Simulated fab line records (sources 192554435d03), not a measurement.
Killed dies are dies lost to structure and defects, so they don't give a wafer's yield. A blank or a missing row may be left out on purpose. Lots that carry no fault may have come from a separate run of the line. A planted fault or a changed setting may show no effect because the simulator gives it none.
fab line records :: flow n5_finfet :: part 2 of 2: steps 24 to 37 of 37
record
  lots=5
  wafers=15
  last_day=15
route steps=1938 shown BEOL_M2@842
lots with no fault: from the same line, run without faults
start_h: hours from the record's first day to the start of the lot's first wafer shown :: wait_h: hours from the lot's prior step to this one :: " identical to the entry in the row above :: L1.1+2: one row covering several wafers at once :: - value missing, or start not given :: * or withheld: withheld :: < > ~ a bound
route shown NAME@n: names a module that has steps shown in the file, with the first one's number in the route :: usual: mean/standard deviation of fault-free wafers :: same: alike in all rows :: chamber/n: place in a boat :: sites: readings site by site :: _std_site: how widely they spread, as a standard deviation :: _edge_site: outer sites' mean less inner sites' :: radius_mm: for every site, how far away it sits from the centre of the wafer :: mask NAME#n: copy n :: behind: the most recent tool/chamber to have shaped the wafer :: hold: the reason the lot was held/the length of the hold in hours/how it ended :: device: the n, p or np transistor that did not switch :: end of line: the tests these same wafers got at the end of their route :: a step without rows: its recipe alone :: killed: at the first sort, the dies lost to defects and structure; wafer yield is something else :: map: per-die view of a wafer (x killed, . not killed, _ where there is no die)
set.NAME: the setting that was run; set.NAME@STEP: the one run at that earlier step :: model.NAME: the simulator's own value behind a step, which no gauge read
lots at selected steps of the route; one table per step, one row per wafer
services: when a tool's chamber went out of use (start_h, in hours from the record's first day, below 0 if earlier), for how many hours, and the reason
## steps
# step N5_BEOL_M2_STRIP_19
# recipe
  chemistry=O2
  power_w=400
  temp_c=40
  pressure_mtorr=30
  rf_frequency_hz=6e+07
  bias_power_w=0
  overash_fraction=0.2
  o2_flow_sccm=225
# usual
  drypump_motor_current_A=5.7/0.41
  oes_product_au=0.77/0.098
  rf_vpp_V=3.6/0.49
  showerhead_plenum_p_Torr=2.07/0.081
  throttle_valve_pct=16.63/0.29
lot.wafer: L075.1
tool: rie_diel-05
chamber: 2
start_h: 133.54
wait_h: 0.1
drypump_motor_current_A: 5.1
oes_product_au: 0.73
rf_hours_counter_h: 189
rf_vpp_V: 2.9
showerhead_plenum_p_Torr: 2.17
throttle_valve_pct: 16.52

lot.wafer: L075.3
tool: rie_diel-05
chamber: 1
start_h: 133.54
wait_h: 0.1
drypump_motor_current_A: 6.1
oes_product_au: 0.89
rf_hours_counter_h: 26
rf_vpp_V: 3.3
showerhead_plenum_p_Torr: 2.07
throttle_valve_pct: 16.36

lot.wafer: L075.5
tool: rie_diel-05
chamber: 2
start_h: 133.54
wait_h: 0.1
drypump_motor_current_A: 5.1
oes_product_au: 0.72
rf_hours_counter_h: -
rf_vpp_V: 3.7
showerhead_plenum_p_Torr: 2.17
throttle_valve_pct: 16.50

lot.wafer: L078.2
tool: rie_diel-05
chamber: 0
start_h: 155.85
wait_h: 0.1
drypump_motor_current_A: 5.7
oes_product_au: 0.68
rf_hours_counter_h: 234
rf_vpp_V: 3.1
showerhead_plenum_p_Torr: 2.01
throttle_valve_pct: 17.07

lot.wafer: L078.3
tool: rie_diel-05
chamber: 1
start_h: 155.85
wait_h: 0.1
drypump_motor_current_A: 6.1
oes_product_au: 0.87
rf_hours_counter_h: 36
rf_vpp_V: 2.8
showerhead_plenum_p_Torr: 2.06
throttle_valve_pct: 16.39

lot.wafer: L078.4
tool: rie_diel-05
chamber: 2
start_h: 155.85
wait_h: 0.1
drypump_motor_current_A: 5.1
oes_product_au: 0.71
rf_hours_counter_h: -
rf_vpp_V: 3.4
showerhead_plenum_p_Torr: 2.17
throttle_valve_pct: 16.54

lot.wafer: L081.3
tool: rie_diel-04
chamber: 0
start_h: 179.60
wait_h: 0.1
drypump_motor_current_A: 5.6
oes_product_au: 0.69
rf_hours_counter_h: 240
rf_vpp_V: 3.4
showerhead_plenum_p_Torr: 2.00
throttle_valve_pct: 16.70

lot.wafer: L081.4
tool: rie_diel-04
chamber: 1
start_h: 179.60
wait_h: 0.1
drypump_motor_current_A: 5.3
oes_product_au: 0.70
rf_hours_counter_h: 187
rf_vpp_V: 4.2
showerhead_plenum_p_Torr: 2.01
throttle_valve_pct: 16.43

lot.wafer: L081.6
tool: rie_diel-04
chamber: 2
start_h: 179.60
wait_h: 0.1
drypump_motor_current_A: 5.8
oes_product_au: 0.72
rf_hours_counter_h: -
rf_vpp_V: 2.7
showerhead_plenum_p_Torr: 2.19
throttle_valve_pct: 16.92

lot.wafer: L084.1
tool: rie_diel-04
chamber: 0
start_h: 187.72
wait_h: 0.1
drypump_motor_current_A: 5.6
oes_product_au: 0.69
rf_hours_counter_h: 244
rf_vpp_V: 4.2
showerhead_plenum_p_Torr: 2.00
throttle_valve_pct: 16.71

lot.wafer: L084.5
tool: rie_diel-04
chamber: 1
start_h: 187.72
wait_h: 0.1
drypump_motor_current_A: 5.2
oes_product_au: 0.69
rf_hours_counter_h: -
rf_vpp_V: 3.4
showerhead_plenum_p_Torr: 2.01
throttle_valve_pct: 16.41

lot.wafer: L084.6
tool: rie_diel-04
chamber: 0
start_h: 187.72
wait_h: 0.1
drypump_motor_current_A: 5.6
oes_product_au: 0.68
rf_hours_counter_h: -
rf_vpp_V: 2.6
showerhead_plenum_p_Torr: 2.00
throttle_valve_pct: 16.73

lot.wafer: L085.3
tool: rie_diel-06
chamber: 2
start_h: 210.59
wait_h: 0.1
drypump_motor_current_A: 5.4
oes_product_au: 0.68
rf_hours_counter_h: 209
rf_vpp_V: 4.1
showerhead_plenum_p_Torr: 1.98
throttle_valve_pct: 16.78

lot.wafer: L085.4
tool: rie_diel-06
chamber: 3
start_h: 210.59
wait_h: 0.1
drypump_motor_current_A: 6.5
oes_product_au: 0.84
rf_hours_counter_h: -
rf_vpp_V: 4.2
showerhead_plenum_p_Torr: 2.02
throttle_valve_pct: 16.44

lot.wafer: L085.6
tool: rie_diel-06
chamber: 2
start_h: 210.59
wait_h: 0.1
drypump_motor_current_A: 5.5
oes_product_au: 0.68
rf_hours_counter_h: -
rf_vpp_V: 4.0
showerhead_plenum_p_Torr: 1.98
throttle_valve_pct: 16.82
# step N5_BEOL_M2_CD_MEAS_18
# recipe
  pitch_nm=36
  target_cd_nm=18
# usual
  cd_nm=18.0/0.44
lot.wafer: L075.1
tool: cd_sem-03
chamber: -
start_h: 133.60
wait_h: 0.0
cd_nm: 17.5

lot.wafer: L075.3
tool: cd_sem-03
chamber: -
start_h: 133.60
wait_h: 0.0
cd_nm: 17.8

lot.wafer: L075.5
tool: cd_sem-03
chamber: -
start_h: 133.60
wait_h: 0.0
cd_nm: 18.3

lot.wafer: L078.2
tool: cd_sem-03
chamber: -
start_h: 155.93
wait_h: 0.1
cd_nm: 17.8

lot.wafer: L078.3
tool: cd_sem-03
chamber: -
start_h: 155.93
wait_h: 0.1
cd_nm: 17.9

lot.wafer: L078.4
tool: cd_sem-03
chamber: -
start_h: 155.93
wait_h: 0.1
cd_nm: 18.6

lot.wafer: L081.3
tool: cd_sem-03
chamber: -
start_h: 179.67
wait_h: 0.1
cd_nm: 18.0

lot.wafer: L081.4
tool: cd_sem-03
chamber: -
start_h: 179.67
wait_h: 0.1
cd_nm: 17.6

lot.wafer: L081.6
tool: cd_sem-03
chamber: -
start_h: 179.67
wait_h: 0.1
cd_nm: 18.1

lot.wafer: L084.1
tool: cd_sem-02
chamber: -
start_h: 187.79
wait_h: 0.0
cd_nm: 17.6

lot.wafer: L084.5
tool: cd_sem-02
chamber: -
start_h: 187.79
wait_h: 0.0
cd_nm: 18.7

lot.wafer: L084.6
tool: cd_sem-02
chamber: -
start_h: 187.79
wait_h: 0.0
cd_nm: 17.7

lot.wafer: L085.3
tool: cd_sem-01
chamber: -
start_h: 210.67
wait_h: 0.1
cd_nm: 17.7

lot.wafer: L085.4
tool: cd_sem-01
chamber: -
start_h: 210.67
wait_h: 0.1
cd_nm: 18.6

lot.wafer: L085.6
tool: cd_sem-01
chamber: -
start_h: 210.67
wait_h: 0.1
cd_nm: 17.7
# step N5_BEOL_M2_COAT_67
# recipe
  resist=SOC
  temp_c=250
  time_s=60
  spin_rpm=1500
  resist_thk_nm=60
lot.wafer: L075.1+3+5
tool: litho_track-01
chamber: 0
start_h: 133.64
wait_h: 0.0

lot.wafer: L078.2+3+4
tool: litho_track-01
chamber: 0
start_h: 155.96
wait_h: 0.0

lot.wafer: L081.3+4+6
tool: litho_track-01
chamber: 0
start_h: 179.70
wait_h: 0.0

lot.wafer: L084.1+5+6
tool: litho_track-04
chamber: 0
start_h: 187.83
wait_h: 0.0

lot.wafer: L085.3+4+6
tool: litho_track-02
chamber: 0
start_h: 210.70
wait_h: 0.0
# step N5_BEOL_M2_COAT_68
# recipe
  resist=SiARC
  temp_c=220
  time_s=60
  spin_rpm=1500
  resist_thk_nm=12
lot.wafer: L075.1+3+5
tool: litho_track-01
chamber: 0
start_h: -
wait_h: -

lot.wafer: L078.2+3+4
tool: litho_track-01
chamber: 0
start_h: -
wait_h: -

lot.wafer: L081.3+4+6
tool: litho_track-01
chamber: 0
start_h: -
wait_h: -

lot.wafer: L084.1+5+6
tool: litho_track-04
chamber: 0
start_h: -
wait_h: -

lot.wafer: L085.3+4+6
tool: litho_track-02
chamber: 0
start_h: -
wait_h: -
# step N5_BEOL_M2_COAT_76
# recipe
  resist=underlayer
  temp_c=205
  time_s=60
  spin_rpm=1500
  resist_thk_nm=5
lot.wafer: L075.1+3+5
tool: litho_track-01
chamber: 0
start_h: -
wait_h: -

lot.wafer: L078.2+3+4
tool: litho_track-01
chamber: 0
start_h: -
wait_h: -

lot.wafer: L081.3+4+6
tool: litho_track-01
chamber: 0
start_h: -
wait_h: -

lot.wafer: L084.1+5+6
tool: litho_track-04
chamber: 0
start_h: -
wait_h: -

lot.wafer: L085.3+4+6
tool: litho_track-02
chamber: 0
start_h: -
wait_h: -
# step N5_BEOL_M2_COAT_22
# recipe
  resist=CAR-EUV
  spin_rpm=1500
  resist_thk_nm=30
lot.wafer: L075.1+3+5
tool: litho_track-01
chamber: 0
start_h: -
wait_h: -

lot.wafer: L078.2+3+4
tool: litho_track-01
chamber: 0
start_h: -
wait_h: -

lot.wafer: L081.3+4+6
tool: litho_track-01
chamber: 0
start_h: -
wait_h: -

lot.wafer: L084.1+5+6
tool: litho_track-04
chamber: 0
start_h: -
wait_h: -

lot.wafer: L085.3+4+6
tool: litho_track-02
chamber: 0
start_h: -
wait_h: -
# step N5_BEOL_M2_EBR_24
# recipe
  solvent=PGMEA
  ebr_width_mm=1.5
lot.wafer: L075.1+3+5
tool: litho_track-01
chamber: 0
start_h: -
wait_h: -

lot.wafer: L078.2+3+4
tool: litho_track-01
chamber: 0
start_h: -
wait_h: -

lot.wafer: L081.3+4+6
tool: litho_track-01
chamber: 0
start_h: -
wait_h: -

lot.wafer: L084.1+5+6
tool: litho_track-04
chamber: 0
start_h: -
wait_h: -

lot.wafer: L085.3+4+6
tool: litho_track-02
chamber: 0
start_h: -
wait_h: -
# step N5_BEOL_M2_SOFTBAKE_23
# recipe
  temp_c=110
  time_s=60
  resist=CAR-EUV
lot.wafer: L075.1+3+5
tool: litho_track-01
chamber: 0
start_h: -
wait_h: -

lot.wafer: L078.2+3+4
tool: litho_track-01
chamber: 0
start_h: -
wait_h: -

lot.wafer: L081.3+4+6
tool: litho_track-01
chamber: 0
start_h: -
wait_h: -

lot.wafer: L084.1+5+6
tool: litho_track-04
chamber: 0
start_h: -
wait_h: -

lot.wafer: L085.3+4+6
tool: litho_track-02
chamber: 0
start_h: -
wait_h: -
# step N5_BEOL_M2_EXPOSE_25
# recipe
  mask_id=V1
  na=0.33
  source_shape=quasar
  sigma_inner=0.2
  sigma_outer=0.8
  polarization=unpolarized
  defocus_nm=5
  dose_mj=63
lot.wafer: L075.1+3+5
tool: euv_scanner-02
chamber: 0
start_h: 133.90
wait_h: -
mask: V1#0

lot.wafer: L078.2+3+4
tool: euv_scanner-01
chamber: 0
start_h: 156.11
wait_h: -
mask: V1#0

lot.wafer: L081.3+4+6
tool: euv_scanner-02
chamber: 0
start_h: 179.86
wait_h: -
mask: V1#0

lot.wafer: L084.1+5+6
tool: euv_scanner-01
chamber: 0
start_h: 188.09
wait_h: -
mask: V1#0

lot.wafer: L085.3+4+6
tool: euv_scanner-02
chamber: 0
start_h: 210.98
wait_h: -
mask: V1#0
# step N5_BEOL_M2_PEB_26
# recipe
  peb_temp_c=100
  peb_time_s=60
  resist=CAR-EUV
lot.wafer: L075.1+3+5
tool: litho_track-02
chamber: 0
start_h: 133.98
wait_h: 0.1

lot.wafer: L078.2+3+4
tool: litho_track-01
chamber: 0
start_h: 156.18
wait_h: 0.1

lot.wafer: L081.3+4+6
tool: litho_track-02
chamber: 0
start_h: 179.92
wait_h: 0.1

lot.wafer: L084.1+5+6
tool: litho_track-01
chamber: 0
start_h: 188.17
wait_h: 0.1

lot.wafer: L085.3+4+6
tool: litho_track-04
chamber: 0
start_h: 211.04
wait_h: 0.1
# step N5_BEOL_M2_DEVELOP_27
# recipe
  develop_time_s=30
  developer=TMAH
  resist=CAR-EUV
  rinse_liquid=surfactant_rinse
  dry=air_spin
  dev_temp_c=23
lot.wafer: L075.1+3+5
tool: litho_track-02
chamber: 0
start_h: -
wait_h: -

lot.wafer: L078.2+3+4
tool: litho_track-01
chamber: 0
start_h: -
wait_h: -

lot.wafer: L081.3+4+6
tool: litho_track-02
chamber: 0
start_h: -
wait_h: -

lot.wafer: L084.1+5+6
tool: litho_track-01
chamber: 0
start_h: -
wait_h: -

lot.wafer: L085.3+4+6
tool: litho_track-04
chamber: 0
start_h: -
wait_h: -
# step N5_BEOL_M2_CD_MEAS_28
# recipe
  target_cd_nm=26.2
  landing_energy_ev=500
  detector=se_inlens
  target_cd_y_nm=24.1
  polarity=opening
# usual
  cd_nm=26.13/0.21
lot.wafer: L075.1
tool: cd_sem-03
chamber: 0
start_h: 134.05
wait_h: -
cd_nm: 26.18

lot.wafer: L075.3
tool: cd_sem-03
chamber: 0
start_h: 134.05
wait_h: -
cd_nm: 25.99

lot.wafer: L075.5
tool: cd_sem-03
chamber: 0
start_h: 134.05
wait_h: -
cd_nm: 26.27

lot.wafer: L078.2
tool: cd_sem-01
chamber: 0
start_h: 156.24
wait_h: -
cd_nm: 26.19

lot.wafer: L078.3
tool: cd_sem-01
chamber: 0
start_h: 156.24
wait_h: -
cd_nm: 26.39

lot.wafer: L078.4
tool: cd_sem-01
chamber: 0
start_h: 156.24
wait_h: -
cd_nm: 26.32

lot.wafer: L081.3
tool: cd_sem-03
chamber: 0
start_h: 179.99
wait_h: -
cd_nm: 26.29

lot.wafer: L081.4
tool: cd_sem-03
chamber: 0
start_h: 179.99
wait_h: -
cd_nm: 26.09

lot.wafer: L081.6
tool: cd_sem-03
chamber: 0
start_h: 179.99
wait_h: -
cd_nm: 26.07

lot.wafer: L084.1
tool: cd_sem-01
chamber: 0
start_h: 188.24
wait_h: -
cd_nm: 26.02

lot.wafer: L084.5
tool: cd_sem-01
chamber: 0
start_h: 188.24
wait_h: -
cd_nm: 26.07

lot.wafer: L084.6
tool: cd_sem-01
chamber: 0
start_h: 188.24
wait_h: -
cd_nm: 26.20

lot.wafer: L085.3
tool: cd_sem-01
chamber: 0
start_h: 211.11
wait_h: -
cd_nm: 25.91

lot.wafer: L085.4
tool: cd_sem-01
chamber: 0
start_h: 211.11
wait_h: -
cd_nm: 26.09

lot.wafer: L085.6
tool: cd_sem-01
chamber: 0
start_h: 211.11
wait_h: -
cd_nm: 26.18
# step N5_BEOL_M2_OVL_MEAS_29
# recipe
  points_per_wafer=522
# usual
  V1_OVL=0.2/0.75
# same
  points_per_wafer=522
lot.wafer: L075.1
tool: overlay-01
chamber: 0
start_h: 134.08
wait_h: 0.0
V1_OVL[nm]: 0.0

lot.wafer: L075.3
tool: overlay-01
chamber: 0
start_h: 134.08
wait_h: 0.0
V1_OVL[nm]: 0.3

lot.wafer: L075.5
tool: overlay-01
chamber: 0
start_h: 134.08
wait_h: 0.0
V1_OVL[nm]: -0.5

lot.wafer: L078.2
tool: overlay-02
chamber: 0
start_h: 156.31
wait_h: 0.1
V1_OVL[nm]: 0.0

lot.wafer: L078.3
tool: overlay-02
chamber: 0
start_h: 156.31
wait_h: 0.1
V1_OVL[nm]: -0.8

lot.wafer: L078.4
tool: overlay-02
chamber: 0
start_h: 156.31
wait_h: 0.1
V1_OVL[nm]: -0.5

lot.wafer: L081.3
tool: overlay-02
chamber: 0
start_h: 180.03
wait_h: 0.0
V1_OVL[nm]: 0.2

lot.wafer: L081.4
tool: overlay-02
chamber: 0
start_h: 180.03
wait_h: 0.0
V1_OVL[nm]: 1.4

lot.wafer: L081.6
tool: overlay-02
chamber: 0
start_h: 180.03
wait_h: 0.0
V1_OVL[nm]: 0.3

lot.wafer: L084.1
tool: overlay-02
chamber: 0
start_h: 188.27
wait_h: 0.0
V1_OVL[nm]: -0.9

lot.wafer: L084.5
tool: overlay-02
chamber: 0
start_h: 188.27
wait_h: 0.0
V1_OVL[nm]: 0.0

lot.wafer: L084.6
tool: overlay-02
chamber: 0
start_h: 188.27
wait_h: 0.0
V1_OVL[nm]: 0.3

lot.wafer: L085.3
tool: overlay-02
chamber: 0
start_h: 211.15
wait_h: 0.0
V1_OVL[nm]: 1.6

lot.wafer: L085.4
tool: overlay-02
chamber: 0
start_h: 211.15
wait_h: 0.0
V1_OVL[nm]: 0.6

lot.wafer: L085.6
tool: overlay-02
chamber: 0
start_h: 211.15
wait_h: 0.0
V1_OVL[nm]: 0.1
# step N5_BEOL_M2_INSPECT_30
# recipe
  mode=adi
  inspect_instrument=brightfield
# usual
  raw_defect_count=449/99
lot.wafer: L075.1
tool: defect_inspect-02
chamber: -
start_h: 134.14
wait_h: 0.1
raw_defect_count: 404

lot.wafer: L075.3
tool: defect_inspect-02
chamber: -
start_h: 134.14
wait_h: 0.1
raw_defect_count: 472

lot.wafer: L075.5
tool: defect_inspect-02
chamber: -
start_h: 134.14
wait_h: 0.1
raw_defect_count: 641

lot.wafer: L078.2
tool: defect_inspect-01
chamber: -
start_h: 156.36
wait_h: 0.0
raw_defect_count: 734

lot.wafer: L078.3
tool: defect_inspect-01
chamber: -
start_h: 156.36
wait_h: 0.0
raw_defect_count: 652

lot.wafer: L078.4
tool: defect_inspect-01
chamber: -
start_h: 156.36
wait_h: 0.0
raw_defect_count: 551

lot.wafer: L081.3
tool: defect_inspect-01
chamber: -
start_h: 180.08
wait_h: 0.0
raw_defect_count: 426

lot.wafer: L081.4
tool: defect_inspect-01
chamber: -
start_h: 180.08
wait_h: 0.0
raw_defect_count: 494

lot.wafer: L081.6
tool: defect_inspect-01
chamber: -
start_h: 180.08
wait_h: 0.0
raw_defect_count: 392

lot.wafer: L084.1
tool: defect_inspect-02
chamber: -
start_h: 188.32
wait_h: 0.1
raw_defect_count: 358

lot.wafer: L084.5
tool: defect_inspect-02
chamber: -
start_h: 188.32
wait_h: 0.1
raw_defect_count: 435

lot.wafer: L084.6
tool: defect_inspect-02
chamber: -
start_h: 188.32
wait_h: 0.1
raw_defect_count: 410

lot.wafer: L085.3
tool: defect_inspect-02
chamber: -
start_h: 211.20
wait_h: 0.0
raw_defect_count: 408

lot.wafer: L085.4
tool: defect_inspect-02
chamber: -
start_h: 211.20
wait_h: 0.0
raw_defect_count: 510

lot.wafer: L085.6
tool: defect_inspect-02
chamber: -
start_h: 211.20
wait_h: 0.0
raw_defect_count: 522
## services
tool: rie_diel-05
chamber: 2
start_h: 112.56
hours: 7.4
kind: repair

tool: pvd_sputter-03
chamber: -
start_h: 114.84
hours: 6.2
kind: repair

tool: euv_scanner-02
chamber: -
start_h: 127.34
hours: 1.0
kind: pm

tool: pecvd-02
chamber: -
start_h: 128.27
hours: 6.0
kind: pm

tool: rie_diel-04
chamber: 2
start_h: 130.36
hours: 10.1
kind: repair

tool: rie_metal-01
chamber: 0
start_h: 133.41
hours: 1.5
kind: repair

tool: rie_diel-05
chamber: 3
start_h: 134.08
hours: 65.0
kind: repair

tool: euv_scanner-01
chamber: -
start_h: 135.61
hours: 0.5
kind: repair

tool: euv_scanner-01
chamber: -
start_h: 150.64
hours: 1.0
kind: pm

tool: euv_scanner-01
chamber: -
start_h: 175.46
hours: 4.6
kind: pm

tool: rie_diel-05
chamber: 1
start_h: 183.09
hours: 9.7
kind: repair

tool: euv_scanner-02
chamber: -
start_h: 183.49
hours: 1.0
kind: pm

tool: pecvd-02
chamber: -
start_h: 183.88
hours: 14.6
kind: pm

tool: pecvd-01
chamber: 2
start_h: 185.92
hours: 28.9
kind: repair

tool: euv_scanner-02
chamber: -
start_h: 193.67
hours: 0.5
kind: repair

tool: rie_diel-06
chamber: 0
start_h: 194.55
hours: -
kind: clean

tool: rie_diel-06
chamber: 0
start_h: 194.55
hours: -
kind: consumable_replace:focus_ring

tool: rie_diel-06
chamber: 0
start_h: 194.55
hours: 34.3
kind: scheduled_down

tool: rie_diel-06
chamber: 0
start_h: 194.55
hours: 34.3
kind: vent_cycle

tool: rie_diel-05
chamber: 0
start_h: 199.06
hours: -
kind: clean

tool: euv_scanner-02
chamber: -
start_h: 204.32
hours: 4.6
kind: pm

tool: euv_scanner-01
chamber: -
start_h: 208.91
hours: 1.0
kind: pm

tool: rie_metal-02
chamber: 1
start_h: 209.25
hours: 8.3
kind: repair

tool: rie_diel-05
chamber: 3
start_h: 209.61
hours: 4.5
kind: repair
